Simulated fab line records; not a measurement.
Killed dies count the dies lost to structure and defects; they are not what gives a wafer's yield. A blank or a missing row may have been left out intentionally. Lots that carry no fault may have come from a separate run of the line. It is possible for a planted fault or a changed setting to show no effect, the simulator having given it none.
A single fault, viewed from 2 desks :: flow n5Finfet :: each desk has only its own numbers; what lay behind them comes last

## METROLOGY DESK
Lot by lot, what the gauges showed, no matter which tool ran the lot: averages of those sampled wafers that carry a number. A lot is out of limits, marked OUT, if its mean lies more than 4 standard deviations from the usual mean; the brackets give that distance. 7 of its 10 readings are shown, namely those furthest out on some lot.
Columns: A = DIBL_N at N5_BEOL_M4_RC_MEAS_101, usual 36.0 mV/V; B = DIBL_P at N5_BEOL_M4_RC_MEAS_101, usual 36.0 mV/V; C = IOFF_N at N5_BEOL_M4_RC_MEAS_101, usual 0.156 nA/um; D = IOFF_P at N5_BEOL_M4_RC_MEAS_101, usual 0.21 nA/um; E = ION_P at N5_BEOL_M4_RC_MEAS_101, usual 463 uA/um; F = VT_N at N5_BEOL_M4_RC_MEAS_101, usual 250 mV; G = VT_P at N5_BEOL_M4_RC_MEAS_101, usual -250 mV
lot: L525
first seen here: day 8 22:27
A: 36.0
B: 35.3
C: 0.141
D: 0.20
E: 461
F: 252
G: -250

lot: L528
first seen here: day 9 16:02
A: 36.3
B: 35.5
C: 0.161
D: 0.21
E: 463
F: 250
G: -249

lot: L530
first seen here: day 10 11:10
A: 33.9
B: 34.4
C: 0.137
D: 0.21
E: 463
F: 252
G: -248

lot: L535
first seen here: day 11 14:01
A: 36.0
B: 36.8
C: 0.170
D: 0.19
E: 460
F: 248
G: -253

lot: L536
first seen here: day 11 23:07
A: 36.5
B: 38.0
C: 0.150
D: 0.23
E: 461
F: 251
G: -248

lot: L538
first seen here: day 12 11:52
A: 33.1
B: 33.9
C: 0.115
D: 0.15
E: 449
F: 253
G: -257

lot: L541
first seen here: day 13 08:37
A: 34.3
B: 34.2
C: 0.139
D: 0.20
E: 468
F: 250
G: -247

lot: L542
first seen here: day 13 10:40
A: 35.7
B: 36.0
C: 0.146
D: 0.18
E: 462
F: 251
G: -254
This desk found nothing out of limits on any of the 8 lots.

## DESK OF THE TOOL OWNER: pecvd-04
The tool's own readings at N5_BEOL_M0_SAQP_PECVD_96 (deposits a-Si from SiH4/He, target thk 45 nm, time 45.2 s): means of the sampled wafers that have a number, for each lot that ran on this tool. A lot is out of limits, marked OUT, if its mean lies more than 4 standard deviations from the usual mean; the brackets give that distance.
Columns: A = heaterPowerW at N5_BEOL_M0_SAQP_PECVD_96, usual 636 W; B = rfFwdPowerW at N5_BEOL_M0_SAQP_PECVD_96, usual 98.9 W; C = runLengthS at N5_BEOL_M0_SAQP_PECVD_96, usual 81.3 s; D = showerheadPlenumPTorr at N5_BEOL_M0_SAQP_PECVD_96, usual 5.67 Torr; E = throttleValvePct at N5_BEOL_M0_SAQP_PECVD_96, usual 17.9 %
lot: L525
first seen here: day 6 21:04
A: 527
B: 99.2
C: 81.2
D: 5.68
E: 18.0

lot: L530
first seen here: day 8 03:43
A: 578
B: 99.4
C: 80.9
D: 5.66
E: 17.3

lot: L535
first seen here: day 9 09:51
A: 519
B: 99.4
C: 79.5
D: 5.67
E: 17.9

lot: L536
first seen here: day 9 13:03
A: 614
B: 99.2
C: 76.9 (-7.8) OUT
D: 5.66
E: 17.2
This desk's finding: out of limits on L536; first on L536, day 9 13:03 (runLengthS at N5_BEOL_M0_SAQP_PECVD_96). L525, L530, L535: within limits.

## PUT TOGETHER
An alarm could have come from the tool owner's desk at day 9 13:03, on L536.
From the metrology desk's view, nothing was out of limits.
The metrology desk has L536 on record, within its limits.
All the named lots went through N5_BEOL_M0_SAQP_PECVD_96 on pecvd-04.

## WHAT THE SIMULATOR HAD PUT IN
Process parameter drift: pecvd-04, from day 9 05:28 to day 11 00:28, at N5_BEOL_M0_SAQP_PECVD_96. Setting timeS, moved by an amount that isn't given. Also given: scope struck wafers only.
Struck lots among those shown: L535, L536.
Hours from the fault's start to each desk's first reading out of limits: the tool owner's desk, 8.
